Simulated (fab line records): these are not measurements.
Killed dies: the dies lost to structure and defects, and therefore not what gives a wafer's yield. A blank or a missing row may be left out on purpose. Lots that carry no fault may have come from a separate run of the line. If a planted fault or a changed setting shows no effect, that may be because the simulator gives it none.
Split-lot experiment || flow n5-finfet || route with 1938 steps; 7 lots, 21 wafers read

== THE SPLIT ITSELF ==
At N5_PMOS_HMC_CHANNEL_EPI_HM_DEP_34 (deposits SiO2 from TEOS/O2, target thk 36 nm, time 6.9 s), the setting time-s was moved away from the recipe's 6.9 s on 9 of the 21 wafers read, by -14.9% to +11.9%. For the rest of the wafers, this setting stayed at what the recipe calls for.

Reading taken at the split's own step.

== THE READING ==
SiO2_of_PMOS_HMC_CHANNEL_EPI_HM_DEP_34.thk-nm (the simulator's own value, which no gauge read), in nm, at N5_PMOS_HMC_CHANNEL_EPI_HM_DEP_34 (deposits SiO2 from TEOS/O2, target thk 36 nm, time 6.9 s). The file gives no usual value for it. Here, 12 wafers ran the recipe; their average is 35.97 nm with a standard deviation of 0.53 nm.

{"wafer": "L078.1", "tool, chamber at the split": "pecvd-01, 0", "time-s as run, s": 6.9, "against the recipe": "recipe", "SiO2_of_PMOS_HMC_CHANNEL_EPI_HM_DEP_34.thk-nm, nm": 35.38, "against lot-mates on the recipe": "-"}
{"wafer": "L078.5", "tool, chamber at the split": "pecvd-01, 1", "time-s as run, s": 6.9, "against the recipe": "recipe", "SiO2_of_PMOS_HMC_CHANNEL_EPI_HM_DEP_34.thk-nm, nm": 36.39, "against lot-mates on the recipe": "-"}
{"wafer": "L078.6", "tool, chamber at the split": "pecvd-01, 2", "time-s as run, s": 6.9, "against the recipe": "recipe", "SiO2_of_PMOS_HMC_CHANNEL_EPI_HM_DEP_34.thk-nm, nm": 35.23, "against lot-mates on the recipe": "-"}
{"wafer": "L084.4", "tool, chamber at the split": "pecvd-03, 2", "time-s as run, s": 6.9, "against the recipe": "recipe", "SiO2_of_PMOS_HMC_CHANNEL_EPI_HM_DEP_34.thk-nm, nm": 36.41, "against lot-mates on the recipe": "-"}
{"wafer": "L084.5", "tool, chamber at the split": "pecvd-03, 0", "time-s as run, s": 5.96, "against the recipe": "-13.6%", "SiO2_of_PMOS_HMC_CHANNEL_EPI_HM_DEP_34.thk-nm, nm": 31.69, "against lot-mates on the recipe": -4.72}
{"wafer": "L084.6", "tool, chamber at the split": "pecvd-03, 1", "time-s as run, s": 5.96, "against the recipe": "-13.6%", "SiO2_of_PMOS_HMC_CHANNEL_EPI_HM_DEP_34.thk-nm, nm": 31.06, "against lot-mates on the recipe": -5.35}
{"wafer": "L085.4", "tool, chamber at the split": "pecvd-03, 1", "time-s as run, s": 6.9, "against the recipe": "recipe", "SiO2_of_PMOS_HMC_CHANNEL_EPI_HM_DEP_34.thk-nm, nm": 35.96, "against lot-mates on the recipe": "-"}
{"wafer": "L085.5", "tool, chamber at the split": "pecvd-03, 0", "time-s as run, s": 7.21, "against the recipe": "+4.5%", "SiO2_of_PMOS_HMC_CHANNEL_EPI_HM_DEP_34.thk-nm, nm": 37.77, "against lot-mates on the recipe": "+1.56"}
{"wafer": "L085.6", "tool, chamber at the split": "pecvd-03, 2", "time-s as run, s": 6.9, "against the recipe": "recipe", "SiO2_of_PMOS_HMC_CHANNEL_EPI_HM_DEP_34.thk-nm, nm": 36.46, "against lot-mates on the recipe": "-"}
{"wafer": "L087.3", "tool, chamber at the split": "pecvd-03, 2", "time-s as run, s": 6.194, "against the recipe": "-10.2%", "SiO2_of_PMOS_HMC_CHANNEL_EPI_HM_DEP_34.thk-nm, nm": 32.26, "against lot-mates on the recipe": -4.09}
{"wafer": "L087.5", "tool, chamber at the split": "pecvd-03, 2", "time-s as run, s": 6.9, "against the recipe": "recipe", "SiO2_of_PMOS_HMC_CHANNEL_EPI_HM_DEP_34.thk-nm, nm": 36.12, "against lot-mates on the recipe": "-"}
{"wafer": "L087.6", "tool, chamber at the split": "pecvd-03, 0", "time-s as run, s": 6.9, "against the recipe": "recipe", "SiO2_of_PMOS_HMC_CHANNEL_EPI_HM_DEP_34.thk-nm, nm": 36.57, "against lot-mates on the recipe": "-"}
{"wafer": "L089.1", "tool, chamber at the split": "pecvd-01, 0", "time-s as run, s": 6.9, "against the recipe": "recipe", "SiO2_of_PMOS_HMC_CHANNEL_EPI_HM_DEP_34.thk-nm, nm": 35.76, "against lot-mates on the recipe": "-"}
{"wafer": "L089.2", "tool, chamber at the split": "pecvd-01, 2", "time-s as run, s": 7.721, "against the recipe": "+11.9%", "SiO2_of_PMOS_HMC_CHANNEL_EPI_HM_DEP_34.thk-nm, nm": 40.24, "against lot-mates on the recipe": "+4.13"}
{"wafer": "L089.4", "tool, chamber at the split": "pecvd-01, 2", "time-s as run, s": 6.9, "against the recipe": "recipe", "SiO2_of_PMOS_HMC_CHANNEL_EPI_HM_DEP_34.thk-nm, nm": 36.46, "against lot-mates on the recipe": "-"}
{"wafer": "L094.1", "tool, chamber at the split": "pecvd-02, 2", "time-s as run, s": 6.9, "against the recipe": "recipe", "SiO2_of_PMOS_HMC_CHANNEL_EPI_HM_DEP_34.thk-nm, nm": 36.01, "against lot-mates on the recipe": "-"}
{"wafer": "L094.4", "tool, chamber at the split": "pecvd-02, 2", "time-s as run, s": 5.873, "against the recipe": "-14.9%", "SiO2_of_PMOS_HMC_CHANNEL_EPI_HM_DEP_34.thk-nm, nm": 31.04, "against lot-mates on the recipe": -4.97}
{"wafer": "L094.5", "tool, chamber at the split": "pecvd-02, 0", "time-s as run, s": 5.873, "against the recipe": "-14.9%", "SiO2_of_PMOS_HMC_CHANNEL_EPI_HM_DEP_34.thk-nm, nm": 31.41, "against lot-mates on the recipe": -4.60}
{"wafer": "L097.1", "tool, chamber at the split": "pecvd-03, 2", "time-s as run, s": 6.9, "against the recipe": "recipe", "SiO2_of_PMOS_HMC_CHANNEL_EPI_HM_DEP_34.thk-nm, nm": 34.85, "against lot-mates on the recipe": "-"}
{"wafer": "L097.2", "tool, chamber at the split": "pecvd-03, 0", "time-s as run, s": 7.654, "against the recipe": "+10.9%", "SiO2_of_PMOS_HMC_CHANNEL_EPI_HM_DEP_34.thk-nm, nm": 38.66, "against lot-mates on the recipe": "+3.81"}
{"wafer": "L097.6", "tool, chamber at the split": "pecvd-03, 2", "time-s as run, s": 7.654, "against the recipe": "+10.9%", "SiO2_of_PMOS_HMC_CHANNEL_EPI_HM_DEP_34.thk-nm, nm": 38.6, "against lot-mates on the recipe": "+3.75"}

THE FIT
A straight line over all 21 wafers: SiO2_of_PMOS_HMC_CHANNEL_EPI_HM_DEP_34.thk-nm changes by +0.317 nm for each +1% of time-s; r = +0.98; the points scatter about the line by 0.54 nm.
The same after taking each lot's own level away (the mean of its wafers on the recipe; 21 wafers): +0.348 nm for each +1%; r = +0.99; scatter 0.35 nm.
The reading moves by 5.2 nm for the largest change in time-s, on that fit.
The span of the lots' own levels, 34.850 to 36.410 nm, comes to 2.9 times the standard deviation stated above.
The two slopes are in agreement: the lot-to-lot level therefore moves the slope only a little.
Check: for one of the wafers moved furthest among these (-14.9%), held out of the fit, the line's prediction against its lot-mates is -5.26 nm. It came out at -4.97 nm against them.

== ADDITIONAL SPLITS CARRIED BY THESE WAFERS ==
These wafers also went through other splits before the reading. Each is held against what the fit with the lots' levels taken away leaves over:
{"other split on the same wafers": "N5_WELL_APT_COAT_02 spin-rpm", "wafers away from the commonest value": 5, "r with SiO2_of_PMOS_HMC_CHANNEL_EPI_HM_DEP_34.thk-nm (lot level and that fit taken away)": -0.17}

== THE FILE'S OWN FIT ==
SiO2_of_PMOS_HMC_CHANNEL_EPI_HM_DEP_34.thk-nm changes by +0.352 nm for each +1% of time-s, r = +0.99.
